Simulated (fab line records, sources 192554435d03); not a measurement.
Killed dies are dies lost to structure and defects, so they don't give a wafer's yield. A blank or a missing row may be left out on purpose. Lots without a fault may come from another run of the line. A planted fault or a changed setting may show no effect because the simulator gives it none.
A struck lot beside a sound one | flow n5_finfet | 37 steps out of a route of 1938
Sound: wafers L539.1, L539.2, L539.5. Struck: wafers L547.1, L547.2, L547.5. The cause comes at the end.
At each step with rows: each side's tool, then ch and its chambers, then its first start. Under that, the readings that differ: sound wafers | struck wafers | difference of the means | sigmas: that difference in standard deviations of wafers without a fault.
alike: readings whose means differ by less than 2 such deviations, and words and numbers that are the same on both sides. not compared: withheld readings, readings that some wafer has no value for, bounds like >300 that may hide the same value, and numbers for which the record gives no deviation and whose values overlap.
The two part at a step that has a row with sigmas, a row that says differs or no value, or rows on one side only. Numbers that don't overlap but have no deviation are shown without sigmas and don't part them. A reading that every wafer of one side lacks parts them only if that side has two wafers or more.

first, 10 steps without rows for these wafers: N5_HKMG_FIN_CMP_94 (polishes, stops on SiNx, t overpolish 4.7 s, target thk 43.299 nm); N5_GATE_CUT_ETCHBACK_00 (etches W in SF6/Cl2); N5_GATE_CUT_ETCH_56 (etches TiN in Cl2/Ar, target depth 21.6 nm); N5_GATE_CUT_ETCHBACK_30 (etches TiN in Cl2/Ar, target depth 3 nm); N5_GATE_CUT_VAPOR_ETCH_60 (etches HfO2 in BCl3/Cl2); N5_GATE_CUT_ETCH_58 (etches SiNx in CH3F/O2, target depth 17 nm, time 128.6 s); N5_GATE_CUT_STRIP_59 (strips in N2/H2, time 20 s); N5_GATE_CUT_PRECLEAN_31 (cleans in DIW, time 300 s); N5_GATE_CUT_SRD_32 (time 30 s); N5_GATE_CUT_SAC_CAP_01 (material SiNx, target thk 24 nm, pulse time 1 s, ald cycles 480).
N5_GATE_CUT_PECVD_57: deposits SiNx from SiH4/NH3/N2, target thk 21 nm.
  sound on pecvd-02 ch 1,2, day 6 14:32; struck on pecvd-04 ch 0,1,2, day 8 12:11
  reading              | sound          | struck        | difference | sigmas
  showerhead_vpp_V (V) | 1149 1140 1140 | 1042 1009 995 | -128       | -2
  alike: heater_power_w, showerhead_plenum_p_Torr, throttle_valve_pct
then, 25 steps without rows for these wafers: N5_GATE_CUT_CMP_02 (polishes, stops on SiO2, t overpolish 12.7 s, target thk 0 nm); N5_GATE_CUT_HM_DEP_46 (deposits SiO2 from TEOS/O2, target thk 130 nm, time 26.6 s); N5_GATE_CUT_COAT_34 (time 60 s, resist thk 60 nm); N5_GATE_CUT_COAT_35 (time 60 s, resist thk 10 nm); N5_GATE_CUT_COAT_27 (time 60 s, resist thk 10 nm); N5_GATE_CUT_COAT_07 (resist thk 30 nm); N5_GATE_CUT_EBR_09; N5_GATE_CUT_SOFTBAKE_08 (time 60 s); N5_GATE_CUT_EXPOSE_10 (exposes mask GATE CUT, target cd 20 nm); N5_GATE_CUT_PEB_11 (peb time 60 s); N5_GATE_CUT_DEVELOP_12 (develop time 30 s); N5_GATE_CUT_DESCUM_18 (chemistry O2, time 7 s); N5_GATE_CUT_ETCH_28 (etches underlayer in N2/H2, target depth 13 nm, time 10.4 s); N5_GATE_CUT_ETCH_36 (etches SiARC in CF4, target depth 13 nm, time 21.7 s); N5_GATE_CUT_ETCH_37 (etches SOC in N2/H2, target depth 60 nm, overetch 12 nm, time 90 s); N5_GATE_CUT_STRIP_38 (strips in N2/H2); N5_GATE_CUT_STRIP_39 (strips in N2/H2); N5_GATE_CUT_HM_OPEN_40 (chemistry C4F6/O2, target SiO2, target depth 139 nm, time 85.1 s); N5_GATE_CUT_STRIP_41 (strips in CF4); N5_GATE_CUT_STRIP_42 (strips in O2); N5_GATE_CUT_ETCH_19 (etches SiNx in CH3F/O2, target depth 53.7 nm, time 76.7 s); N5_GATE_CUT_CUT_ETCH_53 (etches W in SF6/Cl2, target depth 79.2 nm); N5_GATE_CUT_CUT_ETCH_54 (etches TiN in Cl2/BCl3, target depth 96.7 nm); N5_GATE_CUT_CUT_ETCH_55 (etches HfO2 in BCl3, target depth 3.2 nm); N5_GATE_CUT_ETCH_47 (etches SiO2 in Cl2/BCl3, target depth 10 nm).
-- the record jumps here: 9 days lie between the struck wafers' starts before and after (it left off in module GATE_CUT and takes up again in module PASSIVATION, whose first step shown is number 1936 of the route) --
N5_PASSIVATION_PROBE_49:
  the record has rows for the struck wafers here (prober-02, day 17 06:11) and none for the sound ones

WHERE THEY PART
First at N5_GATE_CUT_PECVD_57; last, within this record, at N5_PASSIVATION_PROBE_49.

WHY: what the simulator had put in
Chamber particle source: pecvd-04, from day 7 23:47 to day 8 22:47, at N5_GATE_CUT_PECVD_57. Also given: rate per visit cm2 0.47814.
